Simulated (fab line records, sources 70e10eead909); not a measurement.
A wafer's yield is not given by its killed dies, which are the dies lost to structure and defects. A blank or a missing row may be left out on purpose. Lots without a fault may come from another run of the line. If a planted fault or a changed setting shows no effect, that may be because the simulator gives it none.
Which tool did it? / flow nand_harc / Sampling: 11 lots, 33 wafers, 3 of 1159 route steps

## WHAT THE GAUGES READ, wafer by wafer
NHARC_HYBRID_BOND_OVL_MEAS_05.
lot=L829; measured=day 19 01:16; on=overlay-01; overlay_x_nm (nm)=47 8 41
lot=L831; measured=day 19 01:16; on=overlay-01; overlay_x_nm (nm)=2 -69 31
lot=L834; measured=day 19 18:04; on=overlay-02; overlay_x_nm (nm)=17 -57 -7
lot=L837; measured=day 20 14:10; on=overlay-01; overlay_x_nm (nm)=1 14 17
lot=L838; measured=day 20 18:38; on=overlay-01; overlay_x_nm (nm)=-63 12 -23
lot=L841; measured=day 21 08:07; on=overlay-01; overlay_x_nm (nm)=-46 4 24
lot=L845; measured=day 21 19:32; on=overlay-02; overlay_x_nm (nm)=11 -20 44
lot=L844; measured=day 22 00:11; on=overlay-01; overlay_x_nm (nm)=-21 27 -9
lot=L846; measured=day 23 00:48; on=overlay-01; overlay_x_nm (nm)=-45 -28 23
lot=L848; measured=day 23 00:49; on=overlay-01; overlay_x_nm (nm)=-1 17 47
lot=L852; measured=day 24 01:51; on=overlay-02; overlay_x_nm (nm)=63 29 -23

## WHAT TOOL EACH LOT RAN ON (gives the tool, then ch and the chambers of the sampled wafers, and finally the start)
lot=L829; NHARC_A_ONON_D1_DEP_19=pecvd_onon-03 ch 0, day 8 02:50; NHARC_A_BONDPAD_DESCUM_11=rie_diel-01 ch 0,1,3, day 18 13:54
lot=L831; NHARC_A_ONON_D1_DEP_19=pecvd_onon-01 ch 0, day 8 02:57; NHARC_A_BONDPAD_DESCUM_11=rie_diel-01 ch 0,1,3, day 18 11:52
lot=L834; NHARC_A_ONON_D1_DEP_19=pecvd_onon-02 ch 0, day 9 07:51; NHARC_A_BONDPAD_DESCUM_11=rie_diel-01 ch 0,3, day 19 06:04
lot=L837; NHARC_A_ONON_D1_DEP_19=pecvd_onon-03 ch 0, day 9 18:02; NHARC_A_BONDPAD_DESCUM_11=rie_diel-01 ch 0,1,2, day 20 01:35
lot=L838; NHARC_A_ONON_D1_DEP_19=pecvd_onon-03 ch 0, day 10 08:50; NHARC_A_BONDPAD_DESCUM_11=rie_diel-13 ch 0,1,3, day 20 06:52
lot=L841; NHARC_A_ONON_D1_DEP_19=pecvd_onon-01 ch 0, day 11 02:06; NHARC_A_BONDPAD_DESCUM_11=rie_diel-01 ch 1,3, day 20 21:40
lot=L845; NHARC_A_ONON_D1_DEP_19=pecvd_onon-02 ch 0, day 11 22:07; NHARC_A_BONDPAD_DESCUM_11=rie_diel-09 ch 0,1, day 21 07:53
lot=L844; NHARC_A_ONON_D1_DEP_19=pecvd_onon-01 ch 0, day 11 22:08; NHARC_A_BONDPAD_DESCUM_11=rie_diel-01 ch 0,1,3, day 21 11:02
lot=L846; NHARC_A_ONON_D1_DEP_19=pecvd_onon-02 ch 0, day 12 11:28; NHARC_A_BONDPAD_DESCUM_11=rie_diel-01 ch 0,1,2, day 22 13:31
lot=L848; NHARC_A_ONON_D1_DEP_19=pecvd_onon-01 ch 0, day 13 00:35; NHARC_A_BONDPAD_DESCUM_11=rie_diel-09 ch 0,2,3, day 22 14:29
lot=L852; NHARC_A_ONON_D1_DEP_19=pecvd_onon-01 ch 0, day 13 07:18; NHARC_A_BONDPAD_DESCUM_11=rie_diel-01 ch 0,1,3, day 23 13:11
- NHARC_A_ONON_D1_DEP_19: target thk 1000 nm.
- NHARC_A_BONDPAD_DESCUM_11: chemistry O2, time 3 s.

## THE ANSWER, worked out from the rows above alone
Rule: the usual values come from the lots themselves. Put in order of their means at a reading, lots are off if they are a third of the lots or fewer, leave a main group of 4 or more, and stand apart from it by a gap of 3 or more times the standard deviation of the main group's means; of several such gaps the widest counts. The tables above print the reading to a certain number of digits; a main group whose means all agree to those digits is not used. A lot without any number at a reading at which 4 lots or more have one is off too. The other lots that the step has rows for count as sound.
Across all readings shown, no lot is off: no conclusion can be drawn from this.

## WHAT THE SIMULATOR HAD INSERTED
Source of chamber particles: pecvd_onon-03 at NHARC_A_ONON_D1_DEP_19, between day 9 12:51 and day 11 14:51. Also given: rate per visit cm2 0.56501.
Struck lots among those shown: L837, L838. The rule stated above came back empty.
